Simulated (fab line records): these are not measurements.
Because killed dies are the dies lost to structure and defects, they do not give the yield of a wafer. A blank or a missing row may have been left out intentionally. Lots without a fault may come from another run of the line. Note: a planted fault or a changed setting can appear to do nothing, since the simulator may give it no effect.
Which tool is to blame? / flow nand_harc / 42 wafers from 14 lots sampled at 6 of the route's 1159 steps

== WHAT EACH GAUGE READ, for each wafer ==
NHARC_P_BONDPAD_CD_MEAS_13.
lot=L834; measured=day 6 09:28; on=cd_sem-02; cd_nm (nm)=500.8 500.4 500.1
lot=L835; measured=day 7 00:22; on=cd_sem-03; cd_nm (nm)=500.5 500.5 501.8
lot=L836; measured=day 7 03:30; on=cd_sem-01; cd_nm (nm)=498.7 500.3 498.4
lot=L837; measured=day 7 04:20; on=cd_sem-02; cd_nm (nm)=499.1 501.4 499.5
lot=L839; measured=day 7 06:55; on=cd_sem-01; cd_nm (nm)=500.0 499.2 499.6
lot=L838; measured=day 7 14:15; on=cd_sem-03; cd_nm (nm)=499.5 500.7 502.5
lot=L842; measured=day 8 21:58; on=cd_sem-01; cd_nm (nm)=497.5 497.7 499.6
lot=L849; measured=day 10 11:08; on=cd_sem-03; cd_nm (nm)=498.4 500.6 501.0
lot=L850; measured=day 10 12:38; on=cd_sem-03; cd_nm (nm)=499.3 495.9 496.8
lot=L852; measured=day 10 18:15; on=cd_sem-01; cd_nm (nm)=499.2 497.9 497.7
lot=L851; measured=day 10 19:59; on=cd_sem-01; cd_nm (nm)=498.5 498.3 498.5
lot=L855; measured=day 11 14:20; on=cd_sem-02; cd_nm (nm)=499.4 497.7 500.3
lot=L857; measured=day 11 21:14; on=cd_sem-03; cd_nm (nm)=501.5 500.5 501.1
lot=L856; measured=day 11 23:00; on=cd_sem-03; cd_nm (nm)=497.5 496.9 497.1

NHARC_A_SOURCE_PLATE_THK_MEAS_09: measures by ellipsometry.
lot=L834; measured=day 6 22:23; on=film_metro-01; thk_nm (nm)=10.2 7.2 10.6
lot=L835; measured=day 7 12:50; on=film_metro-01; thk_nm (nm)=9.5 11.3 9.7
lot=L836; measured=day 7 12:49; on=film_metro-02; thk_nm (nm)=8.7 11.1 8.7
lot=L837; measured=day 7 16:41; on=film_metro-02; thk_nm (nm)=9.3 10.0 9.1
lot=L839; measured=day 7 20:58; on=film_metro-01; thk_nm (nm)=14.7 15.8 13.1
lot=L838; measured=day 8 11:14; on=film_metro-01; thk_nm (nm)=15.0 14.1 14.6
lot=L842; measured=day 9 10:24; on=film_metro-01; thk_nm (nm)=8.5 11.6 9.7
lot=L849; measured=day 11 05:44; on=film_metro-02; thk_nm (nm)=14.5 16.0 14.8
lot=L850; measured=day 11 01:27; on=film_metro-02; thk_nm (nm)=10.7 9.2 10.9
lot=L852; measured=day 11 06:37; on=film_metro-02; thk_nm (nm)=8.8 9.5 8.8
lot=L851; measured=day 11 06:37; on=film_metro-01; thk_nm (nm)=11.2 11.1 9.7
lot=L855; measured=day 12 01:46; on=film_metro-01; thk_nm (nm)=9.3 10.3 10.1
lot=L857; measured=day 12 09:23; on=film_metro-01; thk_nm (nm)=8.2 8.3 10.9
lot=L856; measured=day 12 09:23; on=film_metro-02; thk_nm (nm)=10.5 9.7 9.3

NHARC_A_SOURCE_PLATE_INSPECT_08.
lot=L834; measured=day 7 11:15; on=defect_inspect-01; raw_defect_count=112 72 99
lot=L835; measured=day 8 02:02; on=defect_inspect-01; raw_defect_count=56 52 51
lot=L836; measured=day 8 02:01; on=defect_inspect-02; raw_defect_count=45 93 63
lot=L837; measured=day 8 06:42; on=defect_inspect-01; raw_defect_count=58 91 55
lot=L839; measured=day 8 06:42; on=defect_inspect-02; raw_defect_count=57 61 57
lot=L838; measured=day 8 19:02; on=defect_inspect-01; raw_defect_count=78 138 104
lot=L842; measured=day 9 23:31; on=defect_inspect-01; raw_defect_count=68 99 92
lot=L849; measured=day 11 17:49; on=defect_inspect-01; raw_defect_count=97 82 76
lot=L850; measured=day 11 17:50; on=defect_inspect-02; raw_defect_count=66 52 41
lot=L852; measured=day 11 17:48; on=defect_inspect-01; raw_defect_count=48 39 54
lot=L851; measured=day 11 17:47; on=defect_inspect-02; raw_defect_count=88 37 45
lot=L855; measured=day 12 15:57; on=defect_inspect-02; raw_defect_count=61 70 39
lot=L857; measured=day 12 22:50; on=defect_inspect-01; raw_defect_count=60 65 48
lot=L856; measured=day 12 22:50; on=defect_inspect-02; raw_defect_count=79 92 50

NHARC_END_SORT_01.
lot=L838; measured=day 20 08:08; on=prober-02; killed_at_array=20; killed_at_other=0; killed_at_periphery=4; killed_dies=24; killed_open=1; killed_short=3

== EACH LOT AND THE TOOL THAT RAN IT (in order: tool; ch and the chambers of the sampled wafers; start) ==
lot=L834; NHARC_P_BONDPAD_PVD_17=pvd_sputter-03, day 6 18:20 or earlier; NHARC_A_SOURCE_PLATE_OXIDE_02=furnace-04 ch 0, day 6 18:20
lot=L835; NHARC_P_BONDPAD_PVD_17=pvd_sputter-03, day 7 08:47 or earlier; NHARC_A_SOURCE_PLATE_OXIDE_02=furnace-01 ch 0, day 7 08:47
lot=L836; NHARC_P_BONDPAD_PVD_17=pvd_sputter-03, day 7 08:47 or earlier; NHARC_A_SOURCE_PLATE_OXIDE_02=furnace-01 ch 0, day 7 08:47
lot=L837; NHARC_P_BONDPAD_PVD_17=pvd_sputter-01, day 7 12:38 or earlier; NHARC_A_SOURCE_PLATE_OXIDE_02=furnace-01 ch 0, day 7 12:38
lot=L839; NHARC_P_BONDPAD_PVD_17=pvd_sputter-02, day 7 12:38 or earlier; NHARC_A_SOURCE_PLATE_OXIDE_02=furnace-01 ch 0, day 7 12:38
lot=L838; NHARC_P_BONDPAD_PVD_17=pvd_sputter-02, day 7 23:20 or earlier; NHARC_A_SOURCE_PLATE_OXIDE_02=furnace-04 ch 0, day 7 23:20
lot=L842; NHARC_P_BONDPAD_PVD_17=pvd_sputter-01, day 9 06:20 or earlier; NHARC_A_SOURCE_PLATE_OXIDE_02=furnace-01 ch 0, day 9 06:20
lot=L849; NHARC_P_BONDPAD_PVD_17=pvd_sputter-02, day 10 21:23 or earlier; NHARC_A_SOURCE_PLATE_OXIDE_02=furnace-01 ch 0, day 10 21:23
lot=L850; NHARC_P_BONDPAD_PVD_17=pvd_sputter-01, day 10 21:23 or earlier; NHARC_A_SOURCE_PLATE_OXIDE_02=furnace-01 ch 0, day 10 21:23
lot=L852; NHARC_P_BONDPAD_PVD_17=pvd_sputter-03, day 11 02:38 or earlier; NHARC_A_SOURCE_PLATE_OXIDE_02=furnace-01 ch 0, day 11 02:38
lot=L851; NHARC_P_BONDPAD_PVD_17=pvd_sputter-02, day 11 02:38 or earlier; NHARC_A_SOURCE_PLATE_OXIDE_02=furnace-01 ch 0, day 11 02:38
lot=L855; NHARC_P_BONDPAD_PVD_17=pvd_sputter-02, day 11 21:42 or earlier; NHARC_A_SOURCE_PLATE_OXIDE_02=furnace-02 ch 0, day 11 21:42
lot=L857; NHARC_P_BONDPAD_PVD_17=pvd_sputter-03, day 12 05:20 or earlier; NHARC_A_SOURCE_PLATE_OXIDE_02=furnace-02 ch 0, day 12 05:20
lot=L856; NHARC_P_BONDPAD_PVD_17=pvd_sputter-02, day 12 05:20 or earlier; NHARC_A_SOURCE_PLATE_OXIDE_02=furnace-02 ch 0, day 12 05:20
- NHARC_P_BONDPAD_PVD_17: deposits TaN, target thk 5 nm, time 8.06 s.
- NHARC_A_SOURCE_PLATE_OXIDE_02: material SiO2, target thk 10 nm, ox time 1362 s.

== WHAT THE TOOLS THEMSELVES READ (means of the sampled wafers that have a number; where no wafer has one, the mark that the record gives instead) ==
NHARC_P_BONDPAD_PVD_17.
lot=L834; tool=pvd_sputter-03; throttle_valve_pct (%)=30.7
lot=L835; tool=pvd_sputter-03; throttle_valve_pct (%)=30.7
lot=L836; tool=pvd_sputter-03; throttle_valve_pct (%)=30.5
lot=L837; tool=pvd_sputter-01; throttle_valve_pct (%)=29.3
lot=L839; tool=pvd_sputter-02; throttle_valve_pct (%)=29.8
lot=L838; tool=pvd_sputter-02; throttle_valve_pct (%)=31.1
lot=L842; tool=pvd_sputter-01; throttle_valve_pct (%)=29.3
lot=L849; tool=pvd_sputter-02; throttle_valve_pct (%)=30.3
lot=L850; tool=pvd_sputter-01; throttle_valve_pct (%)=31.1
lot=L852; tool=pvd_sputter-03; throttle_valve_pct (%)=30.4
lot=L851; tool=pvd_sputter-02; throttle_valve_pct (%)=30.3
lot=L855; tool=pvd_sputter-02; throttle_valve_pct (%)=30.2
lot=L857; tool=pvd_sputter-03; throttle_valve_pct (%)=30.9
lot=L856; tool=pvd_sputter-02; throttle_valve_pct (%)=30.8

NHARC_A_SOURCE_PLATE_OXIDE_02.
lot=L834; tool=furnace-04; ox_temp_c (C)=899.4; zone_power_centre_pct (%)=19.5
lot=L835; tool=furnace-01; ox_temp_c (C)=899.7; zone_power_centre_pct (%)=20.2
lot=L836; tool=furnace-01; ox_temp_c (C)=900.5; zone_power_centre_pct (%)=20.1
lot=L837; tool=furnace-01; ox_temp_c (C)=900.0; zone_power_centre_pct (%)=20.1
lot=L839; tool=furnace-01; ox_temp_c (C)=899.9; zone_power_centre_pct (%)=20.1
lot=L838; tool=furnace-04; ox_temp_c (C)=900.1; zone_power_centre_pct (%)=19.2
lot=L842; tool=furnace-01; ox_temp_c (C)=899.7; zone_power_centre_pct (%)=20.3
lot=L849; tool=furnace-01; ox_temp_c (C)=900.5; zone_power_centre_pct (%)=20.3
lot=L850; tool=furnace-01; ox_temp_c (C)=899.5; zone_power_centre_pct (%)=20.3
lot=L852; tool=furnace-01; ox_temp_c (C)=900.1; zone_power_centre_pct (%)=20.3
lot=L851; tool=furnace-01; ox_temp_c (C)=900.1; zone_power_centre_pct (%)=20.2
lot=L855; tool=furnace-02; ox_temp_c (C)=900.1; zone_power_centre_pct (%)=19.9
lot=L857; tool=furnace-02; ox_temp_c (C)=899.5; zone_power_centre_pct (%)=19.8
lot=L856; tool=furnace-02; ox_temp_c (C)=900.2; zone_power_centre_pct (%)=19.8

== THE ANSWER, worked out from the rows above alone ==
Rule: the lots themselves supply what counts as usual. The widest of any qualifying gaps counts: lots, ordered by their means at a reading, are off when they make up no more than a third of the lots, leave a main group of 4 or more, and stand apart from it by 3 or more times the standard deviation of that group's means. A main group whose means are all the same, to the digits that the tables above print for the reading, isn't used. A lot without any number at a reading at which 4 lots or more have one is off too. Any other lot the step has rows for is counted as sound. First the gauges in route order, then the tools' own readings, where a lot's mean is used as printed above. At the first step where some lot is off, the reading lying furthest off is the one used; lots without a number count as furthest.
Off: L839, L838, L849 (NHARC_A_SOURCE_PLATE_THK_MEAS_09, thk_nm). Mean 9.7 nm and standard deviation 0.48 in the main group.
If a tool, at a process step before that reading, ran all the lots that are off and no sound lot after the first of them, it fits. Gauges at NHARC_A_SOURCE_PLATE_THK_MEAS_09: tried the same way as those tools. NHARC_P_BONDPAD_PVD_17 gives no start for some lots, so the hours and the order of its lots are those of NHARC_A_SOURCE_PLATE_OXIDE_02. Of those tried, none fits.

== WHAT WAS PUT IN BY THE SIMULATOR ==
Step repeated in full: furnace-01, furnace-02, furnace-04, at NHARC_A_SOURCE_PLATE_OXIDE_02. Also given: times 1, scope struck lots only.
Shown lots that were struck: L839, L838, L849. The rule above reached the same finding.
